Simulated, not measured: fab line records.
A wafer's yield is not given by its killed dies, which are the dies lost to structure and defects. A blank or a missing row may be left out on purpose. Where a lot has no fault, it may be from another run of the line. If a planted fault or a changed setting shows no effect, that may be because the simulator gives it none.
What tool caused it? -- flow n5Finfet -- 36 wafers from 12 lots sampled at 3 of the route's 1938 steps

== WHAT THE GAUGES SHOWED, per wafer ==
N5_BEOL_M4_THK_MEAS_01.
lot,measured,on,M4_ILD_THK (nm)
L076,day 8 05:23,filmMetro-02,79.7 78.5 80.6
L077,day 8 08:20,filmMetro-02,78.7 78.1 79.9
L079,day 8 20:42,filmMetro-01,77.7 79.0 80.2
L081,day 9 20:57,filmMetro-01,78.2 78.8 79.2
L084,day 10 06:04,filmMetro-01,78.3 80.6 81.8
L085,day 10 18:32,filmMetro-01,77.6 79.7 81.3
L088,day 11 05:07,filmMetro-01,77.8 78.3 77.2
L089,day 11 08:10,filmMetro-01,77.7 78.8 77.4
L090,day 11 18:41,filmMetro-02,77.1 78.8 80.6
L093,day 12 12:27,filmMetro-01,78.7 78.9 77.0
L095,day 13 00:20,filmMetro-01,79.5 80.4 80.0
L096,day 13 20:45,filmMetro-01,78.2 79.1 76.8

== TOOL THAT RAN EACH LOT (tool first, then ch and the chambers of the sampled wafers, then the start) ==
lot,N5_BEOL_M3_PRE_CLEAN_45,N5_BEOL_M3_ANNEAL_87
L076,"pvdSputter-03, day 8 01:50","pvdSputter-03, day 8 03:10"
L077,"pvdSputter-01, day 8 04:39","pvdSputter-01, day 8 06:08"
L079,"pvdSputter-01, day 8 15:18","pvdSputter-02, day 8 18:29"
L081,"pvdSputter-03, day 9 16:58","pvdSputter-01, day 9 18:44"
L084,"pvdSputter-03, day 10 02:11","pvdSputter-03, day 10 03:46"
L085,"pvdSputter-03, day 10 14:22","pvdSputter-02, day 10 16:08"
L088,"pvdSputter-01, day 10 23:07","pvdSputter-01, day 11 02:38"
L089,"pvdSputter-03, day 11 04:34","pvdSputter-03, day 11 05:58"
L090,"pvdSputter-02, day 11 14:50","pvdSputter-02, day 11 16:21"
L093,"pvdSputter-01, day 12 08:35","pvdSputter-02, day 12 09:51"
L095,"pvdSputter-03, day 12 20:45","pvdSputter-03, day 12 22:07"
L096,"pvdSputter-03, day 13 15:29","pvdSputter-01, day 13 18:32"
- N5_BEOL_M3_PRE_CLEAN_45: time 30 s.
- N5_BEOL_M3_ANNEAL_87: time 240 s.

== THE ANSWER, worked out from the rows above alone ==
Rule: the usual values come from the lots themselves. The widest of any qualifying gaps counts: lots, ordered by their means at a reading, are off when they make up no more than a third of the lots, leave a main group of 4 or more, and stand apart from it by 3 or more times the standard deviation of that group's means. A main group whose means are all the same, to the digits that the tables above print for the reading, isn't used. A lot without any number at a reading at which 4 lots or more have one is off too. Any other lot the step has rows for is counted as sound.
None of the lots is off at any reading shown; this tells nothing.

== WHAT THE SIMULATOR HAD PUT IN ==
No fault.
